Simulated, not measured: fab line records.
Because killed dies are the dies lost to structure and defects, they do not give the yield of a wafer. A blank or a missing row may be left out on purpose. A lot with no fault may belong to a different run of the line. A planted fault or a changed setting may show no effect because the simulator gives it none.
Matching of chambers    flow nand-harc    NHARC_P_GATE_DESCUM_13 on rie-diel-01 has 4 sister chambers
The step chemistry O2, time 3 s. 7 wafers are shown with their chamber, then 8 later ones without.

== WAFERS PAIRED WITH THEIR CHAMBERS ==
wafer   chamber  drypump-motor-current-A (A)  showerhead-plenum-p-Torr (Torr)
L730.2  1        5.1                          1.83
L733.3  0        6.7                          1.80
L733.6  2        6.0                          1.99
L745.4  3        5.4                          1.89
L745.5  2        6.0                          1.98
L745.6  1        5.1                          1.82
L744.1  3        5.3                          1.89

== WAFERS WITHOUT THEIR CHAMBER ==
wafer   drypump-motor-current-A (A)  showerhead-plenum-p-Torr (Torr)
L744.3  6.0                          1.98
L744.4  5.1                          1.82
L747.3  6.0                          1.98
L747.4  5.3                          1.89
L747.6  6.0                          1.98
L746.1  5.4                          1.89
L746.2  5.1                          1.82
L746.4  6.0                          1.98

== CHAMBER TAKEN BY EACH ==
wafer   from the rows above  in truth
L744.3  2                    2
L744.4  1                    1
L747.3  2                    2
L747.4  3                    3
L747.6  2                    2
L746.1  3                    3
L746.2  1                    1
L746.4  2                    2
Correct placement for 8 of the 8. Number that these rows cannot place: 0. 0 placed wrongly.
How it was worked out, from the rows above alone: a wafer's distance from a chamber is the root of the sum, over the readings, of the square of ((its reading less the chamber's mean) divided by the reading's scatter). If the next closest chamber is less than 2 further off than the closest, the wafer can't be placed; otherwise it belongs to the closest. Each chamber's mean is taken over the wafers shown for it. The scatter: take each reading less its chamber's mean, square it, sum over the shown wafers, divide by the number of wafers less the number of chambers, and take the root.
